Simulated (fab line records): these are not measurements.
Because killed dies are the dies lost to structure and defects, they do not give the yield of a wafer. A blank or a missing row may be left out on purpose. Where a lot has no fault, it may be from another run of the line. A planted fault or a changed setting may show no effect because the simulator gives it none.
2 desks, one fault -- flow n5Finfet -- every desk sees just its own numbers, and what lay behind them comes last

## THE METROLOGY DESK
What the gauges read, lot by lot, whatever tool the lot ran on: means of the sampled wafers that have a number. Any lot whose mean is over 4 standard deviations away from the usual mean is out of limits and marked OUT; that distance is given in the brackets. 7 of its 10 readings are shown, namely those furthest out on some lot.
Columns: A = DIBL_P at N5_BEOL_M4_RC_MEAS_101, usual 36.1 mV/V; B = IOFF_N at N5_BEOL_M4_RC_MEAS_101, usual 0.156 nA/um; C = IOFF_P at N5_BEOL_M4_RC_MEAS_101, usual 0.21 nA/um; D = SS_N at N5_BEOL_M4_RC_MEAS_101, usual 71.5 mV/dec; E = SS_P at N5_BEOL_M4_RC_MEAS_101, usual 73.2 mV/dec; F = VT_N at N5_BEOL_M4_RC_MEAS_101, usual 250.0 mV; G = VT_P at N5_BEOL_M4_RC_MEAS_101, usual -250 mV
lot,first seen here,A,B,C,D,E,F,G
L457,day 8 05:44,38.4,0.185,0.23,72.2,73.5,246.2,-250
L458,day 8 06:26,37.4,0.171,0.21,71.5,74.1,247.6,-253
L460,day 9 01:47,35.1,0.137,0.21,71.6,73.2,251.8,-248
L465,day 10 10:08,35.8,0.157,0.21,71.3,73.8,248.8,-251
L468,day 11 02:11,36.0,0.145,0.17,71.8,73.2,250.7,-259
L471,day 11 15:52,34.9,0.138,0.18,71.3,73.2,251.5,-251
L476,day 13 12:59,35.5,0.138,0.19,71.4,72.6,252.9,-254
L477,day 14 02:38,36.7,0.162,0.21,71.5,73.7,249.9,-252
L478,day 14 02:44,35.0,0.146,0.18,71.6,73.3,249.4,-254
Result from this desk: across the 9 lots, nothing is out of limits.

## THE TOOL OWNER'S DESK: rieSi-03
The tool's own readings at N5_FIN_SAQP_ETCH_64 (etches SiO2 in CF4, target depth 1.5 nm): means of the sampled wafers that have a number, for each lot that ran on this tool. Any lot whose mean is over 4 standard deviations away from the usual mean is out of limits and marked OUT; that distance is given in the brackets.
Columns: A = biasW at N5_FIN_SAQP_ETCH_64, usual 399.9 W; B = drypumpMotorCurrentA at N5_FIN_SAQP_ETCH_64, usual 5.7 A; C = oesProductAu at N5_FIN_SAQP_ETCH_64, usual 1.001 a.u.; D = throttleValvePct at N5_FIN_SAQP_ETCH_64, usual 21.76 %
lot,first seen here,A,B,C,D
L457,day 2 14:28,400.2,5.7,0.988,21.69
L460,day 3 08:37,363.6 (-30) OUT,5.7,0.984,21.66
L476,day 7 10:11,401.0,5.8,1.012,21.73
L478,day 7 19:58,399.3,5.9,0.996,21.71
This desk finds L460 out of limits, L460 being first, at day 3 08:37 (biasW at N5_FIN_SAQP_ETCH_64). L457, L476, L478: within limits.

## PUT TOGETHER
On L460, at day 3 08:37, an alarm was possible from the tool owner's desk.
Metrology desk: nothing out of limits seen.
The metrology desk holds a record of L460, inside its limits.
On rieSi-03, each named lot ran N5_FIN_SAQP_ETCH_64.

## WHAT THE SIMULATOR PUT IN
rieSi-03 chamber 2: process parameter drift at N5_FIN_SAQP_ETCH_64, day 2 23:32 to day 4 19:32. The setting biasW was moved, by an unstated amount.
Struck lots among those shown: L460.
Hours from the fault's start to each desk's first reading out of limits: the tool owner's desk, 9.
